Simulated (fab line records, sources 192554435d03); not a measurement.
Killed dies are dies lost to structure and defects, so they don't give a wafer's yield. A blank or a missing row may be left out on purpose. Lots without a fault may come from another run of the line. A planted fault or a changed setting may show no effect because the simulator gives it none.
fab line records | flow n5_finfet
record lots=22 wafers=66 last_day=17
route steps=1938 shown BEOL_M2@855
lots that met no fault: from a run of the same line without faults
start_h: hours from the record's first day to the start of the lot's first wafer shown | wait_h: hours since the lot's step before | " the same as in the row above | L1.1+2: a row that stands for several wafers | - no value, or no start given | * or withheld: withheld | < > ~ a bound
route shown NAME@n: a module of which the file shows steps, and the number in the route of the first | usual: mean/standard deviation of fault-free wafers | same: alike in all rows | chamber/n: place in a boat | sites: the reading at each site | _std_site: their standard deviation | _edge_site: outer sites' mean less inner sites' | radius_mm: how far each site lies from the wafer's centre | mask NAME#n: copy n | behind: the tool/chamber that last shaped the wafer | hold: why the lot was held/for how many hours/how that ended | device: the transistor (n, p or np) that didn't switch | end of line: the same wafers' tests at the end of the route | a step without rows: its recipe alone | killed: dies lost to structure and defects at the first sort, not the wafer's yield | map: a wafer's dies, x killed, . not, _ none there
set.NAME: the setting as run; set.NAME@STEP: as run at that earlier step | model.NAME: the simulator's own value behind a step, which no gauge read
steps of the route over a sample of lots; a table a step, a row a wafer
services: from which hour (start_h, from the record's first day; less than 0 if before it) a tool's chamber was out of use, for how many hours, and why
## steps
# step N5_BEOL_M2_OVL_MEAS_12
# recipe points_per_wafer=522
# usual M2_OVL=0.2/0.57
# columns lot.wafer tool chamber start_h wait_h M2_OVL[nm]
L074.2 overlay-01 0 131.24 0.0 -0.5
L074.4 " 0 " " -0.9
L074.5 " 0 " " -0.5
L075.1 overlay-01 0 142.79 0.0 0.4
L075.3 " 0 " " 1.1
L075.6 " 0 " " 0.3
L077.2 overlay-02 0 150.13 0.0 0.6
L077.3 " 0 " " 0.8
L077.6 " 0 " " 0.3
L076.1 overlay-02 0 150.29 0.0 1.0
L076.2 " 0 " " 0.3
L076.3 " 0 " " 0.4
L078.2 overlay-01 0 155.96 0.0 -0.7
L078.3 " 0 " " 0.4
L078.5 " 0 " " 0.2
L079.1 overlay-01 0 162.09 0.0 -0.8
L079.4 " 0 " " 0.3
L079.6 " 0 " " -0.5
L081.2 overlay-01 0 174.30 0.0 0.3
L081.3 " 0 " " -0.1
L081.4 " 0 " " -1.0
L080.2 overlay-02 0 174.41 0.0 0.7
L080.3 " 0 " " -0.1
L080.6 " 0 " " 0.1
L082.1 overlay-02 0 176.54 0.0 -0.1
L082.2 " 0 " " -0.5
L082.4 " 0 " " 0.0
L084.1 overlay-01 0 195.54 0.0 0.4
L084.5 " 0 " " 0.0
L084.6 " 0 " " 0.6
L085.4 overlay-02 0 198.80 0.0 0.1
L085.5 " 0 " " 0.9
L085.6 " 0 " " 1.5
L087.2 overlay-01 0 218.19 0.0 -0.3
L087.5 " 0 " " -0.5
L087.6 " 0 " " 0.6
L088.1 overlay-02 0 219.41 0.0 0.9
L088.2 " 0 " " 0.7
L088.6 " 0 " " -0.1
L086.1 overlay-01 0 219.66 0.0 0.1
L086.3 " 0 " " -0.5
L086.4 " 0 " " -0.8
L089.1 overlay-01 0 224.55 0.0 0.7
L089.3 " 0 " " -0.1
L089.5 " 0 " " 0.0
L090.3 overlay-01 0 225.39 0.0 0.2
L090.4 " 0 " " -0.1
L090.6 " 0 " " -0.3
L091.1 overlay-02 0 234.53 0.0 -0.4
L091.3 " 0 " " 0.7
L091.5 " 0 " " 0.1
L092.1 overlay-02 0 241.89 0.0 -0.7
L092.2 " 0 " " -0.4
L092.6 " 0 " " -0.1
L093.1 overlay-01 0 245.54 0.0 -1.1
L093.3 " 0 " " -0.1
L093.4 " 0 " " -0.7
L094.1 overlay-01 0 255.41 0.0 0.8
L094.5 " 0 " " 0.3
L094.6 " 0 " " 0.5
L095.2 overlay-01 0 267.16 0.0 0.4
L095.3 " 0 " " 0.2
L095.5 " 0 " " 0.3
L097.2 overlay-01 0 269.88 0.0 0.3
L097.3 " 0 " " 0.2
L097.6 " 0 " " 0.0
# step N5_BEOL_M2_ETCH_74
# recipe chemistry=N2/H2 target=underlayer target_depth_a=65 mask_material=CAR-EUV time_s=5.2 ion_energy_ev=200 pressure_mtorr=30 source_w=840 bias_w=150 n2_flow_sccm=200 h2_flow_sccm=200 ends=cleared
# usual drypump_motor_current_A=5.6/0.41 etch_rf_on_time_s=5.15/0.15 oes_product_au=0.67/0.074 rf_vpp_V=524.1/2.4 showerhead_plenum_p_Torr=2.54/0.076 throttle_valve_pct=17.8/0.31
# columns lot.wafer tool chamber start_h wait_h drypump_motor_current_A etch_rf_on_time_s oes_product_au rf_hours_counter_h rf_vpp_V showerhead_plenum_p_Torr throttle_valve_pct
L074.2 rie_diel-01 3 131.40 0.0 5.2 5.07 0.76 34 521.5 2.48 17.8
L074.4 " 1 " " 5.5 4.85 0.82 14 524.4 2.60 17.5
L074.5 " 2 " " 5.8 5.17 0.61 - 524.0 2.53 18.4
L075.1 rie_diel-05 3 143.45 0.0 5.6 5.18 0.63 180 521.4 2.53 18.0
L075.3 " 2 " " 6.2 5.47 0.59 212 526.9 2.64 18.1
L075.6 " 3 " " 5.6 5.21 0.62 - 523.8 2.53 18.0
L077.2 rie_diel-01 2 150.26 0.0 5.7 5.22 0.61 218 522.4 2.53 18.4
L077.3 " 3 " " 5.2 5.08 0.73 40 523.2 2.48 17.8
L077.6 " 1 " " 5.6 4.90 0.79 - 525.7 2.59 17.5
L076.1 rie_diel-03 3 150.42 0.0 5.6 5.18 0.71 84 528.2 2.69 17.9
L076.2 " 0 " " 5.5 5.33 0.58 237 519.2 2.40 17.9
L076.3 " 2 " " 6.0 5.02 0.77 22 522.2 2.48 17.7
L078.2 rie_diel-03 0 156.71 0.0 5.5 5.30 0.57 240 520.1 2.40 17.9
L078.3 " 1 " " 6.7 5.00 0.82 16 521.6 2.48 17.6
L078.5 " 2 " " 6.0 4.99 0.78 - 524.6 2.48 17.7
L079.1 rie_diel-03 0 162.22 0.0 5.5 5.31 0.57 241 522.1 2.40 17.8
L079.4 " 1 " " 6.7 5.03 0.81 18 523.0 2.48 17.6
L079.6 " 0 " " 5.5 5.34 0.58 - 521.2 2.40 17.8
L081.2 rie_diel-05 2 174.42 0.0 6.3 5.45 0.58 224 525.4 2.63 18.2
L081.3 " 3 " " 5.6 5.12 0.62 190 525.1 2.53 18.0
L081.4 " 1 " " 5.5 5.16 0.63 197 522.1 2.51 18.2
L080.2 rie_diel-01 1 174.53 0.0 5.6 4.92 0.77 32 527.5 2.59 17.5
L080.3 " 2 " " 5.7 5.24 0.60 226 523.0 2.53 18.5
L080.6 " 1 " " 5.6 4.91 0.78 - 523.9 2.59 17.5
L082.1 rie_diel-05 0 176.87 0.0 5.5 5.27 0.69 66 528.9 2.68 17.4
L082.2 " 3 " " 5.6 5.08 0.63 191 521.5 2.53 18.0
L082.4 " 2 " " 6.2 5.34 0.59 225 528.4 2.63 18.1
L084.1 rie_diel-05 3 195.66 0.0 5.6 5.16 0.61 198 523.8 2.52 18.0
L084.5 " 2 " " 6.2 5.37 0.58 - 526.5 2.63 18.2
L084.6 " 3 " " 5.6 5.18 0.61 - 523.1 2.52 18.0
L085.4 rie_diel-03 2 198.92 0.0 5.9 4.98 0.75 - 522.1 2.47 17.7
L085.5 " 3 " " 5.6 5.13 0.70 - 526.5 2.68 18.0
L085.6 " 1 " " 6.7 4.96 0.78 - 524.8 2.48 17.6
L087.2 rie_diel-05 3 218.44 0.0 5.6 5.07 0.63 205 523.6 2.52 18.0
L087.5 " 1 " " 5.5 5.13 0.63 - 523.3 2.51 18.2
L087.6 " 2 " " 6.2 5.32 0.58 - 524.3 2.63 18.2
L088.1 rie_diel-05 0 219.54 0.0 5.6 5.29 0.68 80 528.0 2.67 17.4
L088.2 " 1 " " 5.5 5.12 0.63 211 522.8 2.51 18.2
L088.6 " 2 " " 6.1 5.34 0.58 - 525.0 2.63 18.2
L086.1 rie_diel-05 3 219.81 0.0 5.6 5.15 0.61 206 523.2 2.52 18.0
L086.3 " 0 " " 5.5 5.33 0.69 80 529.4 2.67 17.4
L086.4 " 1 " " 5.5 5.14 0.62 211 527.0 2.51 18.2
L089.1 rie_diel-05 3 224.68 0.0 5.6 5.21 0.61 208 524.1 2.52 18.0
L089.3 " 0 " " 5.5 5.38 0.67 82 528.0 2.67 17.4
L089.5 " 3 " " 5.6 5.19 0.61 - 520.6 2.52 18.0
L090.3 rie_diel-05 1 225.65 0.0 5.5 5.18 0.62 213 522.0 2.51 18.2
L090.4 " 0 " " 5.5 5.39 0.68 83 527.4 2.67 17.4
L090.6 " 2 " " 6.2 5.44 0.56 - 525.7 2.62 18.2
L091.1 rie_diel-05 0 234.92 0.0 5.5 5.32 0.68 85 530.4 2.67 17.4
L091.3 " 3 " " 5.6 5.11 0.61 211 522.2 2.52 18.0
L091.5 " 1 " " 5.5 5.11 0.63 - 521.7 2.51 18.2
L092.1 rie_diel-01 1 242.10 0.0 5.6 4.88 0.76 54 525.9 2.58 17.6
L092.2 " 0 " " 5.1 5.05 0.68 93 522.6 2.46 17.5
L092.6 " 1 " " 5.6 4.86 0.77 - 527.0 2.58 17.6
L093.1 rie_diel-01 0 246.06 0.0 5.1 5.09 0.68 95 520.3 2.46 17.5
L093.3 " 1 " " 5.6 4.90 0.75 56 526.4 2.58 17.6
L093.4 " 3 " " 5.2 5.13 0.69 - 523.1 2.47 17.8
L094.1 rie_diel-01 1 255.53 0.0 5.5 4.91 0.74 62 524.6 2.58 17.6
L094.5 " 1 " " 5.5 4.91 0.74 - 525.4 2.58 17.6
L094.6 " 3 " " 5.2 5.11 0.70 - 523.3 2.46 17.8
L095.2 rie_diel-01 1 267.45 0.0 5.6 4.90 0.73 67 526.8 2.58 17.6
L095.3 " 2 " " 5.8 5.17 0.86 1 522.7 2.52 18.1
L095.5 " 2 " " 5.8 5.17 0.85 - 522.2 2.52 18.1
L097.2 rie_diel-05 3 270.00 0.0 5.6 5.16 0.60 227 521.3 2.51 18.0
L097.3 " 0 " " 5.5 5.31 0.67 101 525.7 2.66 17.4
L097.6 " 1 " " 5.5 5.24 0.60 - 526.2 2.50 18.2
# step N5_BEOL_M2_ETCH_69
# recipe chemistry=CF4 target=SiARC target_depth_a=156 mask_material=CAR-EUV time_s=26 ion_energy_ev=80 pressure_mtorr=40 source_w=545 bias_w=36 Ar_flow_sccm=100 cf4_flow_sccm=100 ends=cleared
# usual drypump_motor_current_A=5.7/0.48 etch_rf_on_time_s=25.7/0.6 mfc_ar_sccm=100.04/0.28 oes_product_au=0.70/0.066 rf_vpp_V=184.1/1.2 showerhead_plenum_p_Torr=2.14/0.065 throttle_valve_pct=15.54/0.27
# columns lot.wafer tool chamber start_h wait_h drypump_motor_current_A etch_rf_on_time_s mfc_ar_sccm oes_product_au rf_hours_counter_h rf_vpp_V showerhead_plenum_p_Torr throttle_valve_pct
L074.2 rie_diel-01 0 132.58 0.0 5.1 25.5 99.91 0.73 52 183.2 2.10 15.30
L074.4 " 3 " " 5.2 25.9 100.24 0.75 35 182.7 2.09 15.52
L074.5 " 0 " " 5.1 25.1 100.35 0.73 - 182.6 2.10 15.32
L075.1 rie_diel-01 1 145.49 0.0 5.6 24.2 100.00 0.81 23 184.0 2.18 15.16
L075.3 " 2 " " 5.8 25.7 99.35 0.61 217 182.4 2.11 16.02
L075.6 " 3 " " 5.2 25.3 100.04 0.74 - 182.1 2.09 15.54
L077.2 rie_diel-03 0 151.27 0.0 5.5 26.6 99.44 0.58 238 183.5 2.03 15.54
L077.3 " 1 " " 6.7 25.3 100.14 0.81 14 184.6 2.10 15.43
L077.6 " 0 " " 5.5 26.3 99.53 0.58 - 181.9 2.03 15.54
L076.1 rie_diel-05 3 151.47 0.0 5.6 26.2 99.84 0.62 182 184.1 2.14 15.74
L076.2 " 2 " " 6.2 27.3 99.84 0.58 216 185.3 2.19 15.75
L076.3 " 1 " " 5.5 26.2 100.07 0.63 188 182.9 2.14 16.11
L078.2 rie_diel-01 1 157.60 0.0 5.6 24.7 100.16 0.79 27 184.3 2.18 15.19
L078.3 " 3 " " 5.2 25.7 100.30 0.73 43 183.7 2.08 15.53
L078.5 " 1 " " 5.6 24.6 100.64 0.79 - 183.8 2.18 15.18
L079.1 rie_diel-05 2 163.24 0.0 6.2 26.6 99.54 0.59 220 184.4 2.19 15.76
L079.4 " 3 " " 5.6 25.4 100.03 0.63 188 184.0 2.14 15.73
L079.6 " 3 " " 5.6 25.4 100.49 0.63 - 183.1 2.14 15.73
L081.2 rie_diel-03 1 175.37 0.0 6.7 25.6 100.62 0.79 23 184.5 2.10 15.45
L081.3 " 2 " " 5.9 25.8 100.37 0.75 31 183.2 2.09 15.46
L081.4 " 3 " " 5.6 26.0 100.07 0.71 - 185.6 2.25 15.60
L080.2 rie_diel-01 3 175.42 0.0 5.2 26.1 100.08 0.72 48 182.8 2.08 15.54
L080.3 " 0 " " 5.0 25.7 100.05 0.71 70 184.3 2.09 15.34
L080.6 " 1 " " 5.6 24.7 100.67 0.77 - 182.9 2.17 15.18
L082.1 rie_diel-05 1 177.81 0.0 5.5 26.3 99.13 0.62 198 184.0 2.14 16.14
L082.2 " 2 " " 6.2 26.9 99.95 0.58 225 184.6 2.19 15.77
L082.4 " 3 " " 5.6 25.8 99.72 0.62 192 183.0 2.14 15.73
L084.1 rie_diel-01 3 196.56 0.0 5.2 25.7 99.86 0.71 56 183.1 2.08 15.55
L084.5 " 3 " " 5.2 25.5 100.23 0.72 - 182.4 2.08 15.56
L084.6 " 2 " " 5.8 26.0 99.90 0.60 - 183.3 2.11 16.06
L085.4 rie_diel-05 0 199.94 0.0 5.5 26.8 99.40 0.68 73 185.5 2.23 15.18
L085.5 " 3 " " 5.6 25.4 100.40 0.63 - 184.8 2.13 15.76
L085.6 " 2 " " 6.2 26.9 100.40 0.58 - 185.2 2.18 15.77
L087.2 rie_diel-05 2 219.43 0.0 6.2 26.8 99.94 0.58 239 184.6 2.18 15.78
L087.5 " 2 " " 6.2 26.7 99.44 0.58 - 186.4 2.18 15.82
L087.6 " 1 " " 5.5 25.7 99.88 0.63 - 183.4 2.14 16.16
L088.1 rie_diel-03 2 220.58 0.0 5.9 25.1 100.25 0.73 51 184.5 2.09 15.51
L088.2 " 3 " " 5.7 25.5 100.27 0.69 114 187.0 2.24 15.65
L088.6 " 1 " " 6.8 25.0 100.20 0.77 - 184.8 2.09 15.48
L086.1 rie_diel-03 1 220.83 0.0 6.7 25.4 100.23 0.77 43 183.9 2.09 15.48
L086.3 " 3 " " 5.6 26.1 100.62 0.69 114 185.5 2.24 15.63
L086.4 " 3 " " 5.6 26.1 100.13 0.69 - 186.1 2.24 15.64
L089.1 rie_diel-03 2 225.79 0.0 5.9 25.3 100.10 0.74 53 184.9 2.09 15.49
L089.3 " 3 " " 5.7 25.8 99.68 0.69 116 185.1 2.24 15.64
L089.5 " 1 " " 6.7 25.3 100.14 0.77 - 183.4 2.09 15.48
L090.3 rie_diel-01 1 226.61 0.0 5.6 24.6 100.07 0.76 49 185.3 2.17 15.21
L090.4 " 2 " " 5.8 26.5 99.75 0.59 245 184.3 2.10 16.08
L090.6 " 2 " " 5.8 26.4 99.57 0.58 - 183.7 2.10 16.08
L091.1 rie_diel-01 0 235.87 0.0 5.1 25.0 99.93 0.69 91 183.0 2.09 15.38
L091.3 " 1 " " 5.6 24.1 99.78 0.76 52 184.4 2.17 15.24
L091.5 " 0 " " 5.1 25.2 99.97 0.69 - 183.5 2.09 15.37
L092.1 rie_diel-03 2 243.11 0.0 5.9 25.4 99.92 0.72 60 183.0 2.09 15.51
L092.2 " 0 " " 5.5 25.6 99.64 0.84 6 184.9 2.27 15.06
L092.6 " 1 " " 6.8 25.6 100.13 0.75 - 183.9 2.09 15.50
L093.1 rie_diel-01 3 247.76 0.0 5.2 25.6 100.34 0.69 76 183.3 2.07 15.60
L093.3 " 0 " " 5.0 25.5 99.99 0.68 96 181.7 2.09 15.41
L093.4 " 3 " " 5.2 25.6 100.68 0.70 - 184.1 2.07 15.60
L094.1 rie_diel-03 2 256.57 0.0 5.9 25.6 100.01 0.72 66 184.4 2.08 15.52
L094.5 " 3 " " 5.6 26.2 99.90 0.67 - 182.6 2.24 15.66
L094.6 " 2 " " 5.9 25.3 100.34 0.72 - 183.2 2.08 15.54
L095.2 rie_diel-03 2 268.47 0.0 5.9 25.3 99.42 0.71 70 183.5 2.08 15.55
L095.3 " 3 " " 5.6 25.9 100.03 0.67 133 185.4 2.23 15.66
L095.5 " 3 " " 5.6 25.9 100.23 0.68 - 187.2 2.23 15.64
L097.2 rie_diel-03 3 271.01 0.0 5.6 25.8 99.64 0.68 134 185.7 2.23 15.68
L097.3 " 1 " " 6.7 25.2 100.12 0.75 61 183.3 2.09 15.50
L097.6 " 0 " " 5.5 25.8 100.25 0.80 - 185.9 2.27 15.08
# step N5_BEOL_M2_ETCHBACK_99
# recipe chemistry=CHF3 target=SiO2 target_depth_a=50 time_s=10.4 source_w=215 bias_w=47 Ar_flow_sccm=200 CHF3_flow_sccm=12 ion_energy_ev=100 pressure_mtorr=30
# usual drypump_motor_current_A=5.6/0.45 mfc_ar_sccm=200.0/0.58 oes_product_au=0.82/0.081 rf_vpp_V=243/3.5 showerhead_plenum_p_Torr=2.14/0.065 throttle_valve_pct=17.00/0.29
# same time_s=10.4
# columns lot.wafer tool chamber start_h wait_h drypump_motor_current_A mfc_ar_sccm oes_product_au rf_hours_counter_h rf_vpp_V showerhead_plenum_p_Torr throttle_valve_pct
L074.2 rie_diel-01 2 146.35 13.4 5.8 201.0 0.71 217 241 2.11 17.44
L074.4 " 0 " " 5.1 200.7 0.83 60 243 2.10 16.75
L074.5 " 1 " " 5.6 201.5 0.93 - 240 2.19 16.60
L075.1 rie_diel-03 0 146.41 0.8 5.5 199.6 0.68 236 240 2.03 16.97
L075.3 " 1 " " 6.7 200.0 0.96 13 248 2.09 16.76
L075.6 " 2 " " 5.9 199.3 0.92 - 249 2.10 16.92
L077.2 rie_diel-01 3 152.04 0.6 5.2 200.7 0.86 40 247 2.11 17.06
L077.3 " 0 " " 5.1 200.1 0.83 62 243 2.10 16.74
L077.6 " 2 " " 5.8 200.0 0.70 - 241 2.11 17.44
L076.1 rie_diel-01 1 152.41 0.8 5.6 199.0 0.92 25 240 2.19 16.61
L076.2 " 2 " " 5.8 200.2 0.71 219 241 2.11 17.43
L076.3 " 3 " " 5.2 199.5 0.86 40 246 2.11 17.07
L078.2 rie_diel-05 2 158.24 0.5 6.2 200.0 0.69 218 241 2.21 17.21
L078.3 " 0 " " 5.5 199.7 0.82 60 244 2.25 16.58
L078.5 " 0 " " 5.5 200.7 0.82 - 244 2.25 16.58
L079.1 rie_diel-01 1 164.05 0.7 5.6 199.8 0.92 29 239 2.19 16.61
L079.4 " 2 " " 5.8 199.0 0.71 222 241 2.11 17.44
L079.6 " 2 " " 5.8 199.5 0.70 - 242 2.11 17.46
L081.2 rie_diel-03 1 175.64 0.1 6.7 200.4 0.92 23 248 2.09 16.78
L081.3 " 2 " " 5.9 200.8 0.90 31 249 2.10 16.92
L081.4 " 2 " " 5.9 200.3 0.89 - 248 2.10 16.91
L080.2 rie_diel-01 2 175.71 0.1 5.8 200.6 0.70 226 241 2.11 17.44
L080.3 " 0 " " 5.1 199.6 0.83 70 243 2.10 16.77
L080.6 " 3 " " 5.2 200.2 0.85 - 247 2.10 17.08
L082.1 rie_diel-03 1 186.66 7.7 6.7 199.8 0.91 28 246 2.09 16.81
L082.2 " 3 " " 5.6 200.1 0.82 99 245 2.26 17.06
L082.4 " 0 " " 5.5 199.7 0.68 249 239 2.03 17.01
L084.1 rie_diel-05 2 199.53 2.3 6.2 200.3 0.68 231 241 2.21 17.26
L084.5 " 1 " " 5.5 199.9 0.73 - 240 2.15 17.60
L084.6 " 2 " " 6.2 199.7 0.68 - 241 2.21 17.25
L085.4 rie_diel-03 3 205.00 4.5 5.6 199.9 0.82 - 246 2.26 17.06
L085.5 " 2 " " 5.9 199.7 0.87 - 249 2.09 16.95
L085.6 " 1 " " 6.8 199.5 0.90 - 247 2.08 16.80
L087.2 rie_diel-01 1 220.30 0.7 5.6 200.3 0.88 47 239 2.18 16.67
L087.5 " 1 " " 5.6 200.3 0.89 - 242 2.18 16.65
L087.6 " 2 " " 5.8 199.9 0.70 - 240 2.11 17.47
L088.1 rie_diel-01 2 224.81 4.1 5.8 200.3 0.69 244 242 2.11 17.47
L088.2 " 0 " " 5.0 200.2 0.81 87 245 2.09 16.80
L088.6 " 3 " " 5.2 199.2 0.83 - 247 2.10 17.13
L086.1 rie_diel-03 1 224.98 4.0 6.7 200.8 0.88 45 246 2.08 16.83
L086.3 " 3 " " 5.7 199.9 0.81 116 245 2.25 17.09
L086.4 " 1 " " 6.7 200.9 0.89 - 249 2.08 16.83
L089.1 rie_diel-01 3 229.61 3.7 5.2 200.6 0.83 69 247 2.10 17.12
L089.3 " 0 " " 5.1 200.0 0.81 89 244 2.09 16.80
L089.5 " 3 " " 5.2 200.0 0.83 - 246 2.09 17.13
L090.3 rie_diel-01 2 231.11 4.4 5.8 199.5 0.70 246 241 2.10 17.48
L090.4 " 1 " " 5.5 199.0 0.89 50 240 2.18 16.67
L090.6 " 2 " " 5.8 199.5 0.68 - 241 2.10 17.48
L091.1 rie_diel-01 0 237.76 1.8 5.1 200.6 0.81 91 244 2.09 16.80
L091.3 " 2 " " 5.8 200.3 0.68 248 240 2.10 17.47
L091.5 " 1 " " 5.6 199.4 0.88 - 241 2.18 16.68
L092.1 rie_diel-05 2 246.28 3.0 6.2 199.3 0.68 247 241 2.20 17.29
L092.2 " 3 " " 5.6 201.2 0.71 215 234 2.15 17.29
L092.6 " 3 " " 5.6 200.0 0.71 - 235 2.15 17.30
L093.1 rie_diel-03 1 249.47 1.0 6.7 200.1 0.87 53 247 2.08 16.86
L093.3 " 3 " " 5.6 199.8 0.79 126 244 2.25 17.10
L093.4 " 0 " " 5.5 198.9 0.96 9 243 2.29 16.52
L094.1 rie_diel-01 1 266.13 9.4 5.5 201.0 0.85 67 240 2.17 16.69
L094.5 " 3 " " 5.2 198.9 0.81 - 244 2.09 17.13
L094.6 " 0 " " 5.1 200.1 0.79 - 243 2.08 16.80
L095.2 rie_diel-05 0 271.91 3.3 5.5 199.8 0.78 102 245 2.24 16.65
L095.3 " 1 " " 5.5 199.6 0.70 232 241 2.14 17.65
L095.5 " 3 " " 5.6 200.3 0.70 - 236 2.14 17.32
L097.2 rie_diel-03 2 271.99 0.6 5.9 199.8 0.83 72 248 2.09 17.01
L097.3 " 1 " " 6.7 199.2 0.86 61 249 2.07 16.87
L097.6 " 3 " " 5.6 200.2 0.80 - 244 2.25 17.11
# step N5_BEOL_M2_SPUTTER_81
# recipe material=Cu target_thk_a=45 temp_c=-20 chamber_pressure_pa=0.07 power_w=withheld time_s=8.29
# usual susceptor_temp_C=-19.98/0.11 throttle_valve_pct=30.3/1.5
# same time_s=8.29
# columns lot.wafer tool chamber start_h wait_h susceptor_temp_C throttle_valve_pct
L074.2 pvd_sputter-02 - 148.02 0.1 -19.93 31.5
L074.4 " - " " -20.07 32.1
L074.5 " - " " -19.90 30.2
L075.1 pvd_sputter-01 - 148.15 0.1 -19.94 28.3
L075.3 " - " " -19.96 30.8
L075.6 " - " " -20.02 30.8
L077.2 pvd_sputter-03 - 153.88 0.1 -20.02 31.9
L077.3 " - " " -19.98 29.9
L077.6 " - " " -20.06 31.8
L076.1 pvd_sputter-01 - 154.03 0.1 -19.78 28.4
L076.2 " - " " -20.03 30.3
L076.3 " - " " -19.81 28.5
L078.2 pvd_sputter-02 - 159.93 0.1 -20.00 30.5
L078.3 " - " " -20.12 31.7
L078.5 " - " " -19.75 31.4
L079.1 pvd_sputter-03 - 166.05 0.1 -20.05 31.9
L079.4 " - " " -19.97 31.4
L079.6 " - " " -19.88 31.9
L081.2 pvd_sputter-02 - 177.75 0.1 -19.97 30.4
L081.3 " - " " -20.14 27.6
L081.4 " - " " -20.01 31.5
L080.2 pvd_sputter-01 - 178.14 0.1 -19.90 28.3
L080.3 " - " " -20.05 30.9
L080.6 " - " " -19.88 28.5
L082.1 pvd_sputter-02 - 189.82 0.1 -20.02 27.7
L082.2 " - " " -19.97 30.4
L082.4 " - " " -20.02 32.1
L084.1 pvd_sputter-03 - 203.45 0.1 -19.96 29.6
L084.5 " - " " -19.98 29.0
L084.6 " - " " -19.75 31.9
L085.4 pvd_sputter-02 - 207.30 0.1 -19.94 27.5
L085.5 " - " " -20.02 31.6
L085.6 " - " " -20.01 32.1
L087.2 pvd_sputter-02 - 222.23 0.1 -20.07 30.1
L087.5 " - " " -20.11 30.4
L087.6 " - " " -20.02 27.4
L088.1 pvd_sputter-03 - 226.63 0.1 -19.94 31.7
L088.2 " - " " -19.78 31.5
L088.6 " - " " -20.07 30.0
L086.1 pvd_sputter-02 - 227.07 0.1 -20.14 31.9
L086.3 " - " " -20.02 30.6
L086.4 " - " " -20.00 31.5
L089.1 pvd_sputter-02 - 232.07 0.1 -20.19 32.0
L089.3 " - " " -20.16 27.7
L089.5 " - " " -19.90 30.1
L090.3 pvd_sputter-03 - 233.47 0.1 -19.91 31.5
L090.4 " - " " -19.85 32.1
L090.6 " - " " -19.78 31.8
L091.1 pvd_sputter-02 - 239.80 0.1 -19.96 27.8
L091.3 " - " " -20.05 32.0
L091.5 " - " " -19.91 31.5
L092.1 pvd_sputter-03 - 248.25 0.1 -19.96 29.6
L092.2 " - " " -19.69 32.2
L092.6 " - " " -19.92 31.5
L093.1 pvd_sputter-03 - 251.49 0.1 -20.01 31.4
L093.3 " - " " -20.18 29.1
L093.4 " - " " -20.03 29.9
L094.1 pvd_sputter-01 - 269.20 0.1 -19.98 28.5
L094.5 " - " " -20.02 30.0
L094.6 " - " " -19.87 28.4
L095.2 pvd_sputter-02 - 274.12 0.1 -20.17 30.2
L095.3 " - " " -20.09 31.7
L095.5 " - " " -19.94 30.4
L097.2 pvd_sputter-03 - 275.68 0.1 -19.82 29.9
L097.3 " - " " -19.99 31.8
L097.6 " - " " -19.97 29.1
# step N5_BEOL_M2_PRE_CLEAN_60
# recipe gas=NH3/H2 time_s=15 temp_c=* rf_power_w=300
# usual heater_power_w=80/18 susceptor_temp_C=*
# same time_s=15
# columns lot.wafer tool chamber start_h wait_h heater_power_w susceptor_temp_C
L074.2 cvd_co-02 1 150.16 0.0 83 *
L074.4 " 2 " " 104 *
L074.5 " 1 " " 85 *
L075.1 cvd_co-01 1 150.30 0.0 82 *
L075.3 " 2 " " 47 *
L075.6 " 1 " " 82 *
L077.2 cvd_co-01 0 156.22 0.1 81 *
L077.3 " 2 " " 47 *
L077.6 " 2 " " 47 *
L076.1 cvd_co-02 1 156.46 0.2 85 *
L076.2 " 0 " " 76 *
L076.3 " 2 " " 110 *
L078.2 cvd_co-01 2 162.09 0.0 47 *
L078.3 " 1 " " 81 *
L078.5 " 0 " " 81 *
L079.1 cvd_co-01 2 168.24 0.1 46 *
L079.4 " 2 " " 46 *
L079.6 " 1 " " 82 *
L081.2 cvd_co-02 2 179.90 0.0 109 *
L081.3 " 0 " " 76 *
L081.4 " 0 " " 75 *
L080.2 cvd_co-02 2 180.28 0.0 109 *
L080.3 " 0 " " 77 *
L080.6 " 1 " " 84 *
L082.1 cvd_co-01 1 191.96 0.0 82 *
L082.2 " 2 " " 46 *
L082.4 " 0 " " 83 *
L084.1 cvd_co-02 1 205.59 0.0 86 *
L084.5 " 0 " " 76 *
L084.6 " 1 " " 86 *
L085.4 cvd_co-02 1 209.50 0.1 84 *
L085.5 " 2 " " 109 *
L085.6 " 0 " " 76 *
L087.2 cvd_co-01 2 224.37 0.0 48 *
L087.5 " 1 " " 83 *
L087.6 " 0 " " 83 *
L088.1 cvd_co-01 1 228.77 0.0 79 *
L088.2 " 0 " " 82 *
L088.6 " 1 " " 80 *
L086.1 cvd_co-02 2 229.21 0.0 108 *
L086.3 " 1 " " 84 *
L086.4 " 1 " " 84 *
L089.1 cvd_co-01 0 234.22 0.0 81 *
L089.3 " 2 " " 46 *
L089.5 " 2 " " 47 *
L090.3 cvd_co-02 0 235.61 0.0 76 *
L090.4 " 2 " " 109 *
L090.6 " 1 " " 85 *
L091.1 cvd_co-01 0 241.95 0.0 81 *
L091.3 " 2 " " 48 *
L091.5 " 1 " " 82 *
L092.1 cvd_co-02 2 250.40 0.0 106 *
L092.2 " 1 " " 84 *
L092.6 " 0 " " 77 *
L093.1 cvd_co-01 1 253.85 0.0 80 *
L093.3 " 2 " " 47 *
L093.4 " 1 " " 82 *
L094.1 cvd_co-02 2 271.35 0.0 111 *
L094.5 " 0 " " 75 *
L094.6 " 1 " " 85 *
L095.2 cvd_co-01 2 276.28 0.0 47 *
L095.3 " 0 " " 82 *
L095.5 " 2 " " 49 *
L097.2 cvd_co-02 0 278.12 0.1 76 *
L097.3 " 1 " " 85 *
L097.6 " 1 " " 85 *
## services
# columns tool chamber start_h hours kind
cvd_co-02 1 114.67 - clean
rie_diel-05 0 122.16 10.0 repair
cvd_co-01 - 123.87 5.0 repair
rie_diel-03 - 128.90 15.6 pm
cvd_co-02 - 128.90 6.0 pm
pvd_sputter-03 - 139.16 3.7 repair
rie_diel-03 0 168.28 7.7 repair
rie_diel-01 - 178.16 0.7 repair
rie_diel-03 0 190.42 - clean
rie_diel-03 0 190.42 - consumable_replace:esc
rie_diel-03 0 190.42 - consumable_replace:focus_ring
rie_diel-03 0 190.42 - consumable_replace:showerhead
rie_diel-03 0 190.42 35.4 scheduled_down
rie_diel-03 0 190.42 35.4 vent_cycle
rie_diel-05 1 213.01 3.8 repair
rie_diel-05 2 241.53 4.6 repair
rie_diel-01 2 242.59 - clean
rie_diel-01 2 242.59 - consumable_replace:focus_ring
rie_diel-01 2 242.59 22.9 scheduled_down
rie_diel-01 2 242.59 22.9 vent_cycle
rie_diel-05 2 253.64 - clean
rie_diel-05 2 253.64 - consumable_replace:focus_ring
cvd_co-01 - 267.98 6.0 pm
rie_diel-03 0 277.30 4.8 repair
## key
fault none
